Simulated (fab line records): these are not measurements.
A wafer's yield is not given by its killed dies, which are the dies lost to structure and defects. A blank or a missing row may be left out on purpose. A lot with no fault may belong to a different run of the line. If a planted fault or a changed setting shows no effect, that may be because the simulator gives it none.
fab line records	flow n5_finfet
record lots=24	wafers=72	last_day=17
route steps=1938 shown BEOL_M8@1350 BEOL_M9@1405
lots that met no fault: taken from a fault-free run of the same line
start_h: start of the lot's first displayed wafer, in hours after the record's first day	wait_h: time in hours since the lot's previous step	" repeats the value in the row above	L1.1+2: several wafers, shown together as one row	- no value, or no start given	* or withheld: withheld	< > ~ a bound
route shown NAME@n: NAME is a module with steps in the file, n the number in the route of the first one	usual: average and standard deviation across the fault-free wafers	same: alike in all rows	chamber/n: place in a boat	sites: each site's reading	_std_site: standard deviation of those values	_edge_site: mean of outer sites minus mean of inner sites	radius_mm: how far each site lies from the wafer's centre	mask NAME#n: copy n	behind: tool/chamber where the wafer was last shaped	hold: reason for holding the lot/hours on hold/outcome of the hold	device: transistor that didn't switch, given as n, p or np	end of line: tests run on the same wafers once the route is complete	a step with no rows: only its recipe	killed: not the wafer's yield, but the dies lost to structure and defects at the first sort	map: a wafer's dies, marking killed ones x, the rest . and places with no die _
set.NAME: the setting as run; set.NAME@STEP: as run at that earlier step	model.NAME: the simulator's own value behind a step, which no gauge read
route steps across a sampled set of lots; one table per step, one row per wafer
services: from which hour (start_h, from the record's first day; less than 0 if before it) a tool's chamber was out of use, for how many hours, and why
## steps
# step N5_BEOL_M8_ETCH_62
# recipe chemistry=N2/H2	target=SOC	target_depth_a=1100	overetch_a=220	mask_material=SiARC	temp_c=40	time_s=165	ion_energy_ev=200	pressure_mtorr=30	source_w=840	bias_w=150	n2_flow_sccm=200	h2_flow_sccm=200
# usual chamber_pressure_mTorr=29.998/0.026	drypump_motor_current_A=5.5/0.51	h2_flow_sccm=200.0/0.61	oes_product_au=0.67/0.059	rf_vpp_V=523.8/2.7	showerhead_plenum_p_Torr=2.54/0.093	temp_c=40.00/0.12	throttle_valve_pct=17.85/0.26
lot.wafer	tool	chamber	start_h	wait_h	chamber_pressure_mTorr	drypump_motor_current_A	h2_flow_sccm	oes_product_au	rf_hours_counter_h	rf_vpp_V	showerhead_plenum_p_Torr	temp_c	throttle_valve_pct
L074.2	rie_diel-06	1	190.44	0.0	29.955	5.3	199.4	0.67	106	524.9	2.55	39.95	17.71
L074.3	"	3	"	"	30.017	4.9	201.0	0.69	83	521.2	2.48	39.94	17.71
L074.5	"	3	"	"	30.005	4.9	200.7	0.69	-	520.5	2.48	40.08	17.71
L076.1	rie_diel-03	2	205.57	0.0	29.982	5.8	201.0	0.59	220	520.8	2.41	40.03	18.02
L076.4	"	3	"	"	29.929	5.8	200.0	0.77	24	523.9	2.58	40.09	17.71
L076.6	"	2	"	"	30.034	5.8	199.6	0.60	-	520.1	2.41	40.12	18.00
L075.1	rie_diel-03	2	207.62	0.0	29.953	5.7	199.6	0.59	221	520.2	2.41	40.29	18.01
L075.3	"	1	"	"	29.995	4.8	199.9	0.67	111	523.2	2.45	40.01	17.42
L075.5	"	1	"	"	29.983	4.8	200.1	0.67	-	520.9	2.45	39.98	17.41
L077.2	rie_diel-06	0	213.20	0.0	29.972	5.1	199.6	0.61	198	526.0	2.63	40.05	18.20
L077.5	"	3	"	"	29.992	4.9	200.6	0.68	-	522.3	2.47	39.96	17.73
L077.6	"	0	"	"	30.037	5.0	199.5	0.61	-	525.4	2.63	39.89	18.20
L079.1	rie_diel-01	2	216.13	0.0	29.984	5.2	200.1	0.66	124	527.2	2.67	40.05	18.17
L079.2	"	1	"	"	30.028	5.8	200.2	0.78	19	523.2	2.49	39.85	17.69
L079.5	"	1	"	"	30.021	5.8	200.5	0.77	-	521.6	2.49	39.87	17.68
L078.1	rie_diel-06	0	216.33	0.0	29.977	5.1	199.0	0.61	199	526.1	2.63	39.95	18.20
L078.2	"	3	"	"	30.001	4.9	199.9	0.68	92	522.2	2.47	39.90	17.73
L078.4	"	2	"	"	30.010	5.2	199.8	0.66	124	522.2	2.46	39.92	18.04
L081.2	rie_diel-03	1	228.21	0.0	30.004	4.8	200.9	0.67	112	522.8	2.45	40.00	17.41
L081.4	"	3	"	"	30.032	5.8	199.8	0.76	34	526.8	2.58	39.90	17.73
L081.5	"	1	"	"	30.000	4.8	201.3	0.67	-	521.6	2.45	40.08	17.42
L080.2	rie_diel-01	2	230.54	0.0	29.978	5.1	199.8	0.66	131	528.2	2.66	40.24	18.18
L080.3	"	3	"	"	29.976	6.5	199.6	0.69	70	526.3	2.69	39.95	17.54
L080.4	"	0	"	"	29.977	5.6	199.4	0.61	230	522.5	2.50	40.03	18.02
L082.1	rie_diel-06	3	238.41	0.0	30.006	4.9	200.1	0.67	100	522.1	2.47	39.75	17.73
L082.3	"	1	"	"	30.053	5.4	199.7	0.65	123	525.2	2.54	39.98	17.75
L082.6	"	0	"	"	30.014	5.0	199.9	0.61	-	527.1	2.63	40.11	18.22
L084.2	rie_diel-01	3	252.52	0.0	30.035	6.6	199.8	0.69	76	526.9	2.68	39.87	17.56
L084.5	"	2	"	"	29.953	5.1	200.5	0.65	-	526.3	2.66	40.09	18.20
L084.6	"	1	"	"	30.000	5.7	200.9	0.74	-	523.1	2.49	40.03	17.71
L083.1	rie_diel-06	0	254.11	0.0	29.973	5.1	199.9	0.61	212	526.2	2.63	39.68	18.23
L083.2	"	2	"	"	30.006	5.2	199.8	0.65	138	521.1	2.45	39.99	18.08
L083.3	"	3	"	"	30.016	4.9	199.1	0.67	106	521.7	2.47	40.02	17.77
L085.1	rie_diel-03	0	259.45	0.0	29.973	6.3	200.5	0.58	246	525.9	2.61	39.91	18.15
L085.4	"	1	"	"	29.998	4.8	200.6	0.66	124	521.4	2.44	39.90	17.44
L085.5	"	1	"	"	29.941	4.8	199.3	0.66	-	520.6	2.44	39.88	17.45
L086.2	rie_diel-03	0	265.77	0.0	30.034	6.3	200.8	0.57	248	526.5	2.61	40.05	18.16
L086.4	"	2	"	"	29.981	5.8	201.1	0.58	243	520.6	2.40	40.07	18.04
L086.6	"	0	"	"	30.015	6.3	200.2	0.58	-	525.8	2.61	40.17	18.16
L087.1	rie_diel-03	1	277.99	0.0	29.957	4.8	200.1	0.66	131	520.1	2.44	39.79	17.45
L087.3	"	3	"	"	30.060	5.8	200.0	0.73	49	524.5	2.57	40.12	17.74
L087.5	"	1	"	"	30.023	4.8	200.6	0.66	-	520.7	2.44	39.97	17.45
L088.1	rie_diel-03	3	284.24	0.0	29.994	5.8	201.2	0.73	52	525.9	2.57	39.93	17.76
L088.2	"	1	"	"	30.001	4.8	200.3	0.66	134	522.1	2.44	40.01	17.46
L088.4	"	1	"	"	30.058	4.8	200.3	0.65	-	520.6	2.44	39.95	17.46
L089.2	rie_diel-03	2	292.75	0.0	30.002	5.8	200.4	0.58	256	520.5	2.39	40.17	18.06
L089.3	"	3	"	"	30.001	5.8	200.3	0.73	57	525.1	2.57	40.08	17.76
L089.5	"	2	"	"	29.954	5.8	200.6	0.59	-	519.5	2.39	40.27	18.06
L091.3	rie_diel-01	3	294.62	0.0	30.005	6.5	199.9	0.68	90	526.9	2.68	39.60	17.56
L091.4	"	1	"	"	30.031	5.7	200.3	0.74	45	522.1	2.48	39.89	17.74
L091.6	"	2	"	"	29.963	5.1	199.5	0.64	-	526.9	2.65	39.85	18.21
L090.2	rie_diel-01	1	299.11	0.0	29.999	5.7	200.2	0.74	45	521.8	2.48	39.96	17.73
L090.3	"	3	"	"	30.015	6.5	201.6	0.68	90	528.6	2.68	39.96	17.58
L090.4	"	2	"	"	29.984	5.1	198.9	0.65	151	527.0	2.65	39.91	18.22
L093.4	rie_diel-01	3	300.05	0.1	29.959	6.5	200.4	0.68	-	528.3	2.68	40.04	17.57
L093.5	"	2	"	"	30.005	5.2	199.8	0.64	-	525.8	2.65	39.99	18.23
L093.6	"	1	"	"	30.009	5.7	200.4	0.74	-	522.3	2.48	40.08	17.71
L092.1	rie_diel-06	0	309.66	0.0	29.993	5.1	200.2	0.59	233	526.7	2.62	39.78	18.26
L092.2	"	3	"	"	29.995	4.9	199.9	0.66	124	520.1	2.46	39.97	17.79
L092.5	"	0	"	"	29.965	5.1	199.7	0.59	-	524.8	2.62	39.98	18.26
L094.2	rie_diel-01	1	320.93	0.0	30.013	5.7	199.7	0.72	55	521.4	2.48	40.08	17.76
L094.3	"	0	"	"	29.968	5.7	199.0	0.83	2	523.0	2.49	39.93	17.62
L094.4	"	3	"	"	30.046	6.5	199.7	0.68	100	527.9	2.67	40.09	17.60
L095.1	rie_diel-01	0	327.78	0.0	29.981	5.6	200.1	0.84	3	521.2	2.49	40.05	17.64
L095.4	"	2	"	"	30.009	5.2	200.8	0.63	163	527.6	2.65	39.87	18.27
L095.5	"	3	"	"	29.966	6.5	200.0	0.67	-	527.4	2.67	40.13	17.59
L096.1	rie_diel-01	3	331.12	0.0	30.028	6.5	200.2	0.67	103	527.1	2.67	40.14	17.60
L096.2	"	0	"	"	29.983	5.6	199.4	0.83	5	523.2	2.49	40.08	17.64
L096.6	"	1	"	"	29.987	5.8	200.0	0.72	-	522.8	2.48	40.06	17.77
L097.1	rie_diel-03	2	333.69	0.0	30.015	5.8	201.0	0.78	6	528.4	2.71	39.92	17.59
L097.3	"	3	"	"	30.022	5.8	200.2	0.71	75	525.2	2.56	40.13	17.79
L097.5	"	3	"	"	30.014	5.8	200.2	0.71	-	524.4	2.56	40.25	17.81
# step N5_BEOL_M8_STRIP_67
# recipe chemistry=CF4	resist=SiARC	power_w=300	bias_power_w=75	pressure_mtorr=50	cf4_flow_sccm=150	rf_frequency_hz=6e+07
# usual bias_power_w=75.02/0.22	chamber_pressure_mTorr=50.00/0.052	drypump_motor_current_A=5.5/0.51	oes_product_au=0.78/0.069	rf_vpp_V=271.1/1.8	showerhead_plenum_p_Torr=1.79/0.063	throttle_valve_pct=13.60/0.27
lot.wafer	tool	chamber	start_h	wait_h	bias_power_w	chamber_pressure_mTorr	drypump_motor_current_A	oes_product_au	rf_hours_counter_h	rf_vpp_V	showerhead_plenum_p_Torr	throttle_valve_pct
L074.2	rie_diel-06	1	190.58	0.0	74.98	50.05	5.4	0.78	106	269.6	1.82	13.59
L074.3	"	3	"	"	75.04	50.01	4.9	0.81	83	269.3	1.74	13.20
L074.5	"	3	"	"	74.89	49.97	4.9	0.82	-	270.8	1.74	13.21
L076.1	rie_diel-03	2	205.71	0.0	74.85	49.98	5.8	0.70	220	271.8	1.72	13.85
L076.4	"	3	"	"	74.77	50.04	5.8	0.90	24	273.6	1.83	13.47
L076.6	"	2	"	"	74.74	49.90	5.8	0.70	-	269.1	1.72	13.88
L075.1	rie_diel-03	2	207.76	0.0	75.15	50.03	5.7	0.71	221	269.1	1.72	13.88
L075.3	"	1	"	"	74.80	49.90	4.8	0.79	111	270.5	1.73	13.21
L075.5	"	1	"	"	75.03	49.94	4.8	0.79	-	268.5	1.73	13.21
L077.2	rie_diel-06	0	213.35	0.0	75.30	49.96	5.0	0.72	198	274.0	1.85	13.85
L077.5	"	3	"	"	75.12	50.04	4.9	0.81	-	270.9	1.74	13.24
L077.6	"	0	"	"	74.67	50.08	5.0	0.72	-	272.8	1.85	13.84
L079.1	rie_diel-01	2	216.28	0.0	75.31	49.91	5.2	0.78	124	272.0	1.87	13.83
L079.2	"	1	"	"	75.23	50.13	5.8	0.90	19	270.6	1.77	13.33
L079.5	"	1	"	"	75.24	50.06	5.7	0.92	-	269.2	1.77	13.33
L078.1	rie_diel-06	0	216.48	0.0	75.36	50.00	5.0	0.72	199	272.0	1.85	13.86
L078.2	"	3	"	"	75.01	50.05	4.9	0.81	92	270.8	1.74	13.26
L078.4	"	2	"	"	74.77	49.90	5.2	0.79	124	269.9	1.73	13.66
L081.2	rie_diel-03	1	228.35	0.0	75.02	49.94	4.8	0.79	112	268.0	1.73	13.21
L081.4	"	3	"	"	74.86	49.97	5.8	0.89	34	271.5	1.82	13.50
L081.5	"	1	"	"	75.15	50.04	4.8	0.80	-	269.2	1.72	13.23
L080.2	rie_diel-01	2	230.69	0.0	74.80	50.04	5.1	0.77	131	274.0	1.87	13.87
L080.3	"	3	"	"	74.92	50.03	6.5	0.82	70	274.7	1.90	13.34
L080.4	"	0	"	"	75.13	50.07	5.7	0.71	230	270.5	1.77	13.93
L082.1	rie_diel-06	3	238.56	0.0	74.69	50.01	4.9	0.79	100	271.1	1.73	13.24
L082.3	"	1	"	"	74.99	49.95	5.4	0.78	123	271.5	1.81	13.61
L082.6	"	0	"	"	75.19	49.99	5.0	0.71	-	273.0	1.85	13.89
L084.2	rie_diel-01	3	252.67	0.0	75.01	49.91	6.5	0.82	76	273.2	1.90	13.35
L084.5	"	2	"	"	75.10	50.03	5.1	0.76	-	272.5	1.87	13.86
L084.6	"	1	"	"	75.12	49.99	5.7	0.89	-	269.3	1.76	13.35
L083.1	rie_diel-06	0	254.26	0.0	74.87	49.97	5.1	0.71	212	272.4	1.85	13.89
L083.2	"	2	"	"	75.03	49.95	5.2	0.77	138	269.4	1.72	13.70
L083.3	"	3	"	"	75.24	49.94	4.9	0.79	106	267.4	1.73	13.26
L085.1	rie_diel-03	0	259.59	0.0	74.78	50.03	6.3	0.69	246	273.2	1.85	13.93
L085.4	"	1	"	"	75.02	49.91	4.8	0.79	124	269.0	1.72	13.26
L085.5	"	1	"	"	75.18	49.97	4.8	0.78	-	270.0	1.72	13.25
L086.2	rie_diel-03	2	265.91	0.0	74.94	50.07	5.8	0.69	243	268.4	1.71	13.93
L086.4	"	2	"	"	75.18	49.98	5.7	0.69	-	270.5	1.71	13.93
L086.6	"	1	"	"	74.98	50.07	4.8	0.78	-	269.1	1.72	13.25
L087.1	rie_diel-03	1	278.13	0.0	74.82	49.97	4.8	0.77	131	270.2	1.72	13.26
L087.3	"	3	"	"	75.46	49.99	5.8	0.87	49	271.9	1.82	13.52
L087.5	"	1	"	"	74.80	49.91	4.8	0.77	-	269.0	1.72	13.28
L088.1	rie_diel-03	3	284.39	0.0	74.79	50.06	5.8	0.87	52	273.0	1.82	13.53
L088.2	"	1	"	"	75.01	49.98	4.8	0.78	134	270.2	1.72	13.26
L088.4	"	1	"	"	74.96	49.98	4.8	0.78	-	269.9	1.72	13.26
L089.2	rie_diel-03	2	292.89	0.0	74.91	49.93	5.8	0.69	256	269.2	1.71	13.93
L089.3	"	3	"	"	75.22	50.01	5.8	0.86	57	270.9	1.82	13.52
L089.5	"	2	"	"	75.25	50.02	5.8	0.69	-	266.6	1.71	13.96
L091.3	rie_diel-01	3	294.76	0.0	74.73	49.98	6.5	0.80	90	271.8	1.89	13.39
L091.4	"	1	"	"	74.97	50.05	5.8	0.87	45	268.6	1.76	13.40
L091.6	"	2	"	"	75.09	49.97	5.1	0.75	-	273.6	1.86	13.89
L090.2	rie_diel-01	1	299.25	0.0	75.15	49.99	5.8	0.87	45	270.2	1.76	13.40
L090.3	"	3	"	"	75.02	49.97	6.5	0.79	90	272.4	1.89	13.39
L090.4	"	2	"	"	75.12	50.06	5.1	0.75	151	272.3	1.86	13.92
L093.4	rie_diel-01	3	300.14	0.0	75.32	50.00	6.5	0.80	-	273.2	1.89	13.37
L093.5	"	2	"	"	75.56	50.00	5.1	0.75	-	273.6	1.86	13.90
L093.6	"	1	"	"	75.29	50.01	5.8	0.86	-	270.0	1.76	13.41
L092.1	rie_diel-06	0	309.81	0.0	74.84	49.98	5.0	0.70	233	272.0	1.84	13.94
L092.2	"	3	"	"	74.80	50.01	4.9	0.77	125	269.5	1.73	13.30
L092.5	"	0	"	"	75.03	50.07	5.0	0.70	-	272.0	1.84	13.95
L094.2	rie_diel-01	1	321.08	0.0	75.08	50.02	5.7	0.84	55	270.3	1.76	13.41
L094.3	"	0	"	"	74.96	50.05	5.6	0.99	2	269.4	1.77	13.42
L094.4	"	3	"	"	74.90	49.98	6.5	0.79	100	273.4	1.89	13.42
L095.1	rie_diel-01	0	327.93	0.0	74.84	50.06	5.6	0.98	3	271.3	1.77	13.43
L095.4	"	2	"	"	74.70	49.97	5.2	0.74	163	272.2	1.86	13.93
L095.5	"	3	"	"	74.92	49.92	6.5	0.79	-	273.7	1.89	13.42
L096.1	rie_diel-01	3	331.26	0.0	75.62	50.08	6.5	0.78	103	273.6	1.89	13.43
L096.2	"	0	"	"	74.56	49.97	5.6	0.97	5	270.3	1.77	13.43
L096.6	"	1	"	"	74.63	50.04	5.7	0.84	-	270.2	1.75	13.42
L097.1	rie_diel-03	2	333.83	0.0	74.98	50.00	5.7	0.92	6	274.5	1.92	13.37
L097.3	"	3	"	"	75.18	49.93	5.8	0.84	75	271.9	1.81	13.60
L097.5	"	3	"	"	75.32	50.03	5.8	0.83	-	271.8	1.81	13.60
# step N5_BEOL_M8_CD_MEAS_18
# recipe pitch_nm=80	target_cd_nm=40
# usual cd_nm=39.8/0.59
lot.wafer	tool	chamber	start_h	wait_h	cd_nm
L074.2	cd_sem-02	-	190.80	0.1	40.3
L074.3	"	-	"	"	39.7
L074.5	"	-	"	"	39.3
L076.1	cd_sem-03	-	205.97	0.0	39.7
L076.4	"	-	"	"	39.2
L076.6	"	-	"	"	40.1
L075.1	cd_sem-03	-	207.99	0.0	39.7
L075.3	"	-	"	"	38.5
L075.5	"	-	"	"	39.0
L077.2	cd_sem-01	-	213.57	0.1	40.7
L077.5	"	-	"	"	39.9
L077.6	"	-	"	"	40.0
L079.1	cd_sem-02	-	216.59	0.0	39.8
L079.2	"	-	"	"	40.7
L079.5	"	-	"	"	41.0
L078.1	cd_sem-01	-	216.70	0.0	40.1
L078.2	"	-	"	"	40.9
L078.4	"	-	"	"	40.8
L081.2	cd_sem-02	-	228.72	0.1	40.2
L081.4	"	-	"	"	39.0
L081.5	"	-	"	"	39.6
L080.2	cd_sem-02	-	230.93	0.1	39.4
L080.3	"	-	"	"	40.1
L080.4	"	-	"	"	39.7
L082.1	cd_sem-03	-	238.78	0.0	39.2
L082.3	"	-	"	"	40.0
L082.6	"	-	"	"	40.3
L084.2	cd_sem-01	-	253.13	0.1	39.7
L084.5	"	-	"	"	38.7
L084.6	"	-	"	"	39.3
L083.1	cd_sem-03	-	254.61	0.0	39.8
L083.2	"	-	"	"	40.1
L083.3	"	-	"	"	39.1
L085.1	cd_sem-02	-	259.82	0.0	40.0
L085.4	"	-	"	"	40.0
L085.5	"	-	"	"	39.8
L086.2	cd_sem-03	-	266.13	0.1	40.6
L086.4	"	-	"	"	40.5
L086.6	"	-	"	"	40.1
L087.1	cd_sem-01	-	278.36	0.0	40.1
L087.3	"	-	"	"	38.8
L087.5	"	-	"	"	40.0
L088.1	cd_sem-03	-	284.64	0.0	39.1
L088.2	"	-	"	"	39.4
L088.4	"	-	"	"	38.9
L089.2	cd_sem-01	-	293.21	0.1	39.4
L089.3	"	-	"	"	39.3
L089.5	"	-	"	"	39.4
L091.3	cd_sem-02	-	294.99	0.1	40.2
L091.4	"	-	"	"	39.3
L091.6	"	-	"	"	39.9
L090.2	cd_sem-03	-	299.59	0.1	40.4
L090.3	"	-	"	"	38.9
L090.4	"	-	"	"	39.4
L093.4	cd_sem-01	-	300.35	0.0	38.8
L093.5	"	-	"	"	38.7
L093.6	"	-	"	"	40.1
L092.1	cd_sem-02	-	310.03	0.0	39.8
L092.2	"	-	"	"	40.2
L092.5	"	-	"	"	39.5
L094.2	cd_sem-02	-	321.31	0.1	41.1
L094.3	"	-	"	"	41.0
L094.4	"	-	"	"	41.0
L095.1	cd_sem-03	-	328.16	0.0	40.5
L095.4	"	-	"	"	39.6
L095.5	"	-	"	"	39.4
L096.1	cd_sem-01	-	331.50	0.0	40.6
L096.2	"	-	"	"	39.5
L096.6	"	-	"	"	40.9
L097.1	cd_sem-02	-	334.06	0.0	40.3
L097.3	"	-	"	"	39.6
L097.5	"	-	"	"	38.8
# step N5_BEOL_M8_PRE_CLEAN_45
# recipe gas=H2/He	time_s=30	temp_c=250
# usual heater_power_w=347/54
lot.wafer	tool	chamber	start_h	wait_h	heater_power_w
L074.2	pvd_sputter-03	-	192.47	0.0	369
L074.3	"	-	"	"	317
L074.5	"	-	"	"	405
L076.1	pvd_sputter-01	-	210.83	0.0	341
L076.4	"	-	"	"	264
L076.6	"	-	"	"	260
L075.1	pvd_sputter-01	-	211.75	0.0	328
L075.3	"	-	"	"	438
L075.5	"	-	"	"	439
L077.2	pvd_sputter-02	-	216.67	0.0	414
L077.5	"	-	"	"	408
L077.6	"	-	"	"	327
L079.1	pvd_sputter-02	-	218.11	0.0	415
L079.2	"	-	"	"	331
L079.5	"	-	"	"	318
L078.1	pvd_sputter-02	-	218.19	0.0	332
L078.2	"	-	"	"	414
L078.4	"	-	"	"	313
L081.2	pvd_sputter-01	-	233.07	0.0	264
L081.4	"	-	"	"	443
L081.5	"	-	"	"	341
L080.2	pvd_sputter-02	-	234.23	0.0	409
L080.3	"	-	"	"	326
L080.4	"	-	"	"	329
L082.1	pvd_sputter-01	-	240.62	0.0	254
L082.3	"	-	"	"	433
L082.6	"	-	"	"	339
L084.2	pvd_sputter-01	-	255.51	0.0	432
L084.5	"	-	"	"	430
L084.6	"	-	"	"	264
L083.1	pvd_sputter-02	-	258.75	0.0	418
L083.2	"	-	"	"	319
L083.3	"	-	"	"	408
L085.1	pvd_sputter-01	-	264.07	0.0	336
L085.4	"	-	"	"	268
L085.5	"	-	"	"	328
L086.2	pvd_sputter-01	-	269.36	0.0	329
L086.4	"	-	"	"	342
L086.6	"	-	"	"	432
L087.1	pvd_sputter-01	-	284.42	0.0	342
L087.3	"	-	"	"	420
L087.5	"	-	"	"	340
L088.1	pvd_sputter-01	-	286.38	0.0	264
L088.2	"	-	"	"	330
L088.4	"	-	"	"	440
L090.2	pvd_sputter-03	-	301.53	0.0	398
L090.3	"	-	"	"	306
L090.4	"	-	"	"	313
L091.3	pvd_sputter-01	-	301.58	0.0	321
L091.4	"	-	"	"	428
L091.6	"	-	"	"	438
L089.2	pvd_sputter-01	-	302.03	0.0	331
L089.3	"	-	"	"	265
L089.5	"	-	"	"	447
L093.4	pvd_sputter-03	-	302.36	0.0	324
L093.5	"	-	"	"	305
L093.6	"	-	"	"	405
L092.1	pvd_sputter-02	-	313.49	0.0	326
L092.2	"	-	"	"	413
L092.5	"	-	"	"	322
L094.2	pvd_sputter-02	-	323.32	0.0	422
L094.3	"	-	"	"	406
L094.4	"	-	"	"	326
L095.1	pvd_sputter-03	-	330.98	0.0	405
L095.4	"	-	"	"	349
L095.5	"	-	"	"	310
L096.1	pvd_sputter-01	-	333.71	0.0	339
L096.2	"	-	"	"	326
L096.6	"	-	"	"	327
L097.1	pvd_sputter-01	-	338.85	0.0	261
L097.3	"	-	"	"	330
L097.5	"	-	"	"	262
# step N5_BEOL_M8_SURFACE_TREAT_79
# recipe gas=Ar	time_s=*	ion_energy_ev=*	ion_current_ma_cm2=0.5	pressure_mtorr=*	ar_flow_sccm=30
# usual throttle_valve_pct=*
lot.wafer	tool	chamber	start_h	wait_h	throttle_valve_pct
L074.2	pvd_sputter-03	-	193.27	0.4	*
L074.3	"	-	"	"	*
L074.5	"	-	"	"	*
L076.1	pvd_sputter-01	-	211.25	0.2	*
L076.4	"	-	"	"	*
L076.6	"	-	"	"	*
L075.1	pvd_sputter-01	-	212.25	0.3	*
L075.3	"	-	"	"	*
L075.5	"	-	"	"	*
L077.2	pvd_sputter-03	-	217.25	0.2	*
L077.5	"	-	"	"	*
L077.6	"	-	"	"	*
L079.1	pvd_sputter-02	-	218.59	0.3	*
L079.2	"	-	"	"	*
L079.5	"	-	"	"	*
L078.1	pvd_sputter-02	-	218.79	0.2	*
L078.2	"	-	"	"	*
L078.4	"	-	"	"	*
L081.2	pvd_sputter-02	-	233.71	0.4	*
L081.4	"	-	"	"	*
L081.5	"	-	"	"	*
L080.2	pvd_sputter-02	-	234.73	0.3	*
L080.3	"	-	"	"	*
L080.4	"	-	"	"	*
L082.1	pvd_sputter-02	-	242.36	1.5	*
L082.3	"	-	"	"	*
L082.6	"	-	"	"	*
L084.2	pvd_sputter-02	-	255.89	0.2	*
L084.5	"	-	"	"	*
L084.6	"	-	"	"	*
L083.1	pvd_sputter-02	-	259.29	0.3	*
L083.2	"	-	"	"	*
L083.3	"	-	"	"	*
L085.1	pvd_sputter-03	-	264.75	0.3	*
L085.4	"	-	"	"	*
L085.5	"	-	"	"	*
L086.2	pvd_sputter-01	-	269.86	0.3	*
L086.4	"	-	"	"	*
L086.6	"	-	"	"	*
L087.1	pvd_sputter-03	-	284.88	0.3	*
L087.3	"	-	"	"	*
L087.5	"	-	"	"	*
L088.1	pvd_sputter-02	-	286.78	0.2	*
L088.2	"	-	"	"	*
L088.4	"	-	"	"	*
L090.2	pvd_sputter-01	-	301.88	0.2	*
L090.3	"	-	"	"	*
L090.4	"	-	"	"	*
L091.3	pvd_sputter-03	-	302.03	0.3	*
L091.4	"	-	"	"	*
L091.6	"	-	"	"	*
L089.2	pvd_sputter-02	-	302.40	0.2	*
L089.3	"	-	"	"	*
L089.5	"	-	"	"	*
L093.4	pvd_sputter-02	-	304.40	1.8	*
L093.5	"	-	"	"	*
L093.6	"	-	"	"	*
L092.1	pvd_sputter-02	-	313.92	0.2	*
L092.2	"	-	"	"	*
L092.5	"	-	"	"	*
L094.2	pvd_sputter-03	-	324.77	1.0	*
L094.3	"	-	"	"	*
L094.4	"	-	"	"	*
L095.1	pvd_sputter-01	-	331.41	0.2	*
L095.4	"	-	"	"	*
L095.5	"	-	"	"	*
L096.1	pvd_sputter-01	-	336.19	2.1	*
L096.2	"	-	"	"	*
L096.6	"	-	"	"	*
L097.1	pvd_sputter-02	-	339.40	0.2	*
L097.3	"	-	"	"	*
L097.5	"	-	"	"	*
# step N5_BEOL_M9_HM_DEP_02
# recipe material=TiN	target_thk_a=200	temp_c=25	chamber_pressure_pa=0.49996
# usual throttle_valve_pct=30.4/0.85
lot.wafer	tool	chamber	start_h	wait_h	throttle_valve_pct
L074.2	pvd_sputter-01	-	197.95	1.9	30.5
L074.3	"	-	"	"	30.1
L074.5	"	-	"	"	31.6
L076.1	pvd_sputter-03	-	213.20	0.0	29.5
L076.4	"	-	"	"	29.4
L076.6	"	-	"	"	29.8
L075.1	pvd_sputter-02	-	215.91	1.7	29.3
L075.3	"	-	"	"	29.5
L075.5	"	-	"	"	29.6
L077.2	pvd_sputter-02	-	219.79	0.5	29.9
L077.5	"	-	"	"	31.6
L077.6	"	-	"	"	29.6
L079.1	pvd_sputter-03	-	220.70	0.0	29.1
L079.2	"	-	"	"	29.6
L079.5	"	-	"	"	29.6
L078.1	pvd_sputter-03	-	222.96	1.8	29.7
L078.2	"	-	"	"	29.9
L078.4	"	-	"	"	29.7
L081.2	pvd_sputter-03	-	238.08	1.8	29.6
L081.4	"	-	"	"	29.7
L081.5	"	-	"	"	31.3
L080.2	pvd_sputter-01	-	239.46	1.1	31.2
L080.3	"	-	"	"	30.4
L080.4	"	-	"	"	31.8
L082.1	pvd_sputter-02	-	246.40	1.9	29.7
L082.3	"	-	"	"	30.9
L082.6	"	-	"	"	31.7
L084.2	pvd_sputter-02	-	259.53	1.8	30.1
L084.5	"	-	"	"	29.6
L084.6	"	-	"	"	31.5
L083.1	pvd_sputter-01	-	263.01	1.8	30.3
L083.2	"	-	"	"	31.4
L083.3	"	-	"	"	30.4
L085.1	pvd_sputter-02	-	267.62	0.4	31.7
L085.4	"	-	"	"	29.8
L085.5	"	-	"	"	31.3
L086.2	pvd_sputter-03	-	273.20	1.5	31.2
L086.4	"	-	"	"	29.7
L086.6	"	-	"	"	29.7
L087.1	pvd_sputter-03	-	289.26	1.6	29.5
L087.3	"	-	"	"	29.8
L087.5	"	-	"	"	29.5
L088.1	pvd_sputter-03	-	289.48	0.4	29.5
L088.2	"	-	"	"	31.3
L088.4	"	-	"	"	29.9
L090.2	pvd_sputter-03	-	305.12	0.8	29.9
L090.3	"	-	"	"	29.3
L090.4	"	-	"	"	31.2
L091.3	pvd_sputter-03	-	305.22	0.6	29.5
L091.4	"	-	"	"	29.6
L091.6	"	-	"	"	31.3
L089.2	pvd_sputter-01	-	308.43	2.4	30.3
L089.3	"	-	"	"	29.8
L089.5	"	-	"	"	31.1
L093.4	pvd_sputter-01	-	308.73	1.8	30.4
L093.5	"	-	"	"	30.2
L093.6	"	-	"	"	32.0
L092.1	pvd_sputter-03	-	316.76	1.0	29.5
L092.2	"	-	"	"	29.8
L092.5	"	-	"	"	29.8
L094.2	pvd_sputter-02	-	326.96	0.2	31.7
L094.3	"	-	"	"	30.5
L094.4	"	-	"	"	29.6
L095.1	pvd_sputter-02	-	338.10	3.5	29.8
L095.4	"	-	"	"	29.7
L095.5	"	-	"	"	29.9
L096.1	pvd_sputter-01	-	338.63	0.5	30.4
L096.2	"	-	"	"	31.8
L096.6	"	-	"	"	31.9
L097.1	pvd_sputter-03	-	342.80	1.1	29.6
L097.3	"	-	"	"	29.5
L097.5	"	-	"	"	29.8
## services
tool	chamber	start_h	hours	kind
rie_diel-03	0	187.82	10.9	repair
rie_diel-06	0	188.36	17.2	repair
rie_diel-03	1	213.27	14.2	repair
rie_diel-03	0	218.88	6.2	repair
rie_diel-06	1	254.91	6.7	repair
rie_diel-06	3	258.08	2.7	repair
rie_diel-03	0	272.04	-	clean
rie_diel-03	0	272.04	-	consumable_replace:focus_ring
rie_diel-03	0	272.04	22.2	scheduled_down
rie_diel-03	0	272.04	22.2	vent_cycle
pvd_sputter-03	-	278.15	5.5	repair
rie_diel-03	2	294.28	-	clean
rie_diel-03	2	294.28	-	consumable_replace:focus_ring
rie_diel-03	2	294.28	-	consumable_replace:showerhead
rie_diel-03	2	294.28	25.3	scheduled_down
rie_diel-03	2	294.28	25.3	vent_cycle
pvd_sputter-02	-	294.67	5.9	repair
rie_diel-01	0	299.89	-	clean
rie_diel-01	0	299.89	-	consumable_replace:focus_ring
rie_diel-01	0	299.89	15.7	scheduled_down
rie_diel-01	0	299.89	15.7	vent_cycle
pvd_sputter-01	-	310.24	2.1	repair
rie_diel-06	2	336.84	9.5	repair
## key
fault none
